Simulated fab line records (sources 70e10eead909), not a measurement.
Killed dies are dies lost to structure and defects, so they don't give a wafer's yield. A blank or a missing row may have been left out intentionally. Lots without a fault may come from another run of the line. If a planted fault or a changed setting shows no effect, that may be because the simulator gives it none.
Which of the tools did it?	flow nand harc	Sampling: 14 lots, 42 wafers, 5 of 1159 route steps

## WHAT THE GAUGES READ, wafer by wafer
NHARC_A_BONDPAD_CD_MEAS_13. Usual: cd nm reads 498.8 nm (standard deviation 2).
lot	measured	on	cd nm (nm)	flag
L563	day 18 02:02	cd sem-01	497.5 502.1 498.6	
L565	day 18 06:21	cd sem-03	499.8 500.3 499.5	
L568	day 18 13:05	cd sem-01	503.2 500.4 500.3	
L566	day 18 13:47	cd sem-03	500.7 501.5 504.6	
L567	day 19 08:28	cd sem-02	497.5 495.3 497.8	
L569	day 20 05:20	cd sem-01	496.2 497.6 497.4	
L572	day 20 08:11	cd sem-02	498.3 500.5 500.3	
L573	day 20 04:58	cd sem-01	497.3 502.8 498.6	
L574	day 20 21:15	cd sem-02	498.7 496.2 499.0	
L581	day 22 11:07	cd sem-03	495.0 498.9 501.6	
L579	day 22 09:59	cd sem-02	497.0 501.6 501.0	
L584	day 24 00:16	cd sem-02	500.5 498.9 499.3	
L586	day 24 00:50	cd sem-03	500.7 496.6 499.0	
L585	day 23 23:39	cd sem-02	498.0 496.1 497.1	

NHARC_END_SORT_01. Usual: killed at array 28, standard deviation 8.6; killed at other 0.7, standard deviation 1.2; killed at periphery 3.1, standard deviation 2.3; killed dies 32, standard deviation 8.7; killed open 3.2, standard deviation 1.7; killed short 2.0, standard deviation 1.5.
lot	measured	on	killed at array	killed at other	killed at periphery	killed dies	killed open	killed short	flag
L581	day 24 02:55	prober-02	136 111 123	0 0 0	3 4 3	139 115 126	1 3 4	0 1 1	OFF
L579	day 23 21:09	prober-01	149 128 94	0 0 0	3 6 7	152 134 101	2 2 3	1 0 0	OFF
L584	day 25 06:25	prober-01	74 108 123	1 1 1	0 1 1	75 110 125	2 3 0	2 3 1	OFF

## WHICH TOOL RAN EACH LOT (tool, then ch and the chambers of the sampled wafers, then the start)
lot	NHARC_A_STAIRCASE_ETCH_234	NHARC_A_BONDPAD_PVD_17	NHARC_THIN_TSV_CMP_01
L563	rie diel-08 ch 0,3, day 11 14:04	pvd sputter-02, day 18 22:29 or earlier	cmp-02 ch 2,3, day 18 22:29
L565	rie diel-12 ch 0,1,3, day 11 15:35	pvd sputter-02, day 18 20:05 or earlier	cmp-01 ch 0,1,3, day 18 20:05
L568	rie diel-04 ch 0,2, day 12 05:07	pvd sputter-01, day 19 04:10 or earlier	cmp-02 ch 0,1,2, day 19 04:10
L566	rie diel-04 ch 0,1,2, day 12 05:11	pvd sputter-02, day 19 05:20 or earlier	cmp-02 ch 1,2,3, day 19 05:20
L567	rie diel-12 ch 2,3, day 12 10:37	pvd sputter-03, day 20 00:14 or earlier	cmp-04 ch 0,1,2, day 20 00:14
L569	rie diel-12 ch 1,2,3, day 13 05:10	pvd sputter-02, day 20 20:11 or earlier	cmp-04 ch 0,2,3, day 20 20:11
L572	rie diel-04 ch 1,3, day 13 11:17	pvd sputter-01, day 20 21:18 or earlier	cmp-02 ch 0,1, day 20 21:18
L573	rie diel-04 ch 0,3, day 13 13:11	pvd sputter-01, day 20 18:43 or earlier	cmp-02 ch 1,2,3, day 20 18:43
L574	rie diel-04 ch 0,2, day 14 15:31	pvd sputter-01, day 21 11:58 or earlier	cmp-02 ch 1,2,3, day 21 11:58
L581	rie diel-12 ch 0,2,3, day 15 11:14	pvd sputter-02, day 23 04:57 or earlier	cmp-04 ch 0,1,3, day 23 04:57
L579	rie diel-12 ch 0,1,2, day 15 18:20	pvd sputter-02, day 23 02:35 or earlier	cmp-01 ch 0,2,3, day 23 02:35
L584	rie diel-12 ch 0,1,3, day 16 09:40	pvd sputter-03, day 24 14:50 or earlier	cmp-01 ch 1,2,3, day 24 14:50
L586	rie diel-04 ch 0,1, day 17 03:11	pvd sputter-02, day 24 16:04 or earlier	cmp-04 ch 1,2, day 24 16:04
L585	rie diel-08 ch 0,3, day 17 03:22	pvd sputter-02, day 24 13:40 or earlier	cmp-02 ch 0,1, day 24 13:40
- NHARC_A_STAIRCASE_ETCH_234: etches the open film in C4F8/O2, target depth 100 nm, time 40.5 s.
- NHARC_A_BONDPAD_PVD_17: deposits TaN, target thk 5 nm, time 8.06 s.
- NHARC_THIN_TSV_CMP_01: polishes.

## WHAT THE TOOLS THEMSELVES READ (means of the sampled wafers that have a number; where no wafer has one, the mark that the record gives instead)
NHARC_A_STAIRCASE_ETCH_234. Usual: oes product au 0.941 a.u., standard deviation 0.012; rf vpp V 898 V, standard deviation 4.1.
lot	tool	oes product au (a.u.)	rf vpp V (V)	flag
L563	rie diel-08	0.950	898	
L565	rie diel-12	0.942	895	
L568	rie diel-04	0.937	898	
L566	rie diel-04	0.936	898	
L567	rie diel-12	0.941	903	
L569	rie diel-12	0.937	899	
L572	rie diel-04	0.941	899	
L573	rie diel-04	0.953	896	
L574	rie diel-04	0.934	897	
L581	rie diel-12	0.919	899	
L579	rie diel-12	0.938	896	
L584	rie diel-12	0.940	895	
L586	rie diel-04	0.923	898	
L585	rie diel-08	0.937	898	

NHARC_A_BONDPAD_PVD_17. Usual: throttle valve pct reads 30.8 % (standard deviation 1.1).
lot	tool	throttle valve pct (%)	flag
L563	pvd sputter-02	31.6	
L565	pvd sputter-02	31.6	
L568	pvd sputter-01	28.5	
L566	pvd sputter-02	31.8	
L567	pvd sputter-03	30.4	
L569	pvd sputter-02	30.9	
L572	pvd sputter-01	29.3	
L573	pvd sputter-01	29.2	
L574	pvd sputter-01	30.8	
L581	pvd sputter-02	31.4	
L579	pvd sputter-02	31.7	
L584	pvd sputter-03	30.2	
L586	pvd sputter-02	31.1	
L585	pvd sputter-02	31.3	

NHARC_THIN_TSV_CMP_01. Usual: motor current A reads 12.4 A (standard deviation 1.2).
lot	tool	motor current A (A)	flag
L563	cmp-02	12.3	
L565	cmp-01	12.5	
L568	cmp-02	12.9	
L566	cmp-02	12.9	
L567	cmp-04	11.7	
L569	cmp-04	11.4	
L572	cmp-02	13.5	
L573	cmp-02	12.8	
L574	cmp-02	12.6	
L581	cmp-04	12.4	
L579	cmp-01	12.4	
L584	cmp-01	11.5	
L586	cmp-04	10.9	
L585	cmp-02	13.2	

## THE ANSWER, worked out from the rows above alone
Rule: take the mean of a lot's wafers that have a number; if it is more than 3 standard deviations from the usual mean, the lot is off. A lot without any number at a reading at which 4 lots or more have one is off too. Where the step has rows for the other lots, those lots are counted as sound. Order of review: gauges by route order, followed by the tools' own readings, for which a lot's mean as printed above is used. At the first step where some lot is off, the reading lying furthest off is the one used; lots without a number count as furthest.
Off at NHARC_END_SORT_01 (killed dies): L581, L579, L584. Neither off nor sound, because the step has no rows for them: L563, L565, L568, L566, L567, L569, L572, L573, L574, L586, L585.
If a tool, at a process step before that reading, ran all the lots that are off and no sound lot after the first of them, it fits. Gauges at NHARC_END_SORT_01: tried the same way as those tools. NHARC_A_BONDPAD_PVD_17 gives no start for some lots, so the hours and the order of its lots are those of NHARC_THIN_TSV_CMP_01. One fits: NHARC_A_STAIRCASE_ETCH_234 on rie diel-12. It ran no sound lot before its first lot that is off in this sample, so the start can't be narrowed down.

## WHAT THE SIMULATOR HAD INSERTED
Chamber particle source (rie diel-12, NHARC_A_STAIRCASE_ETCH_234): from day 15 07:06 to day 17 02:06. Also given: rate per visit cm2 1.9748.
Shown lots that were struck: L579, L581, L584. The rule above found the same.
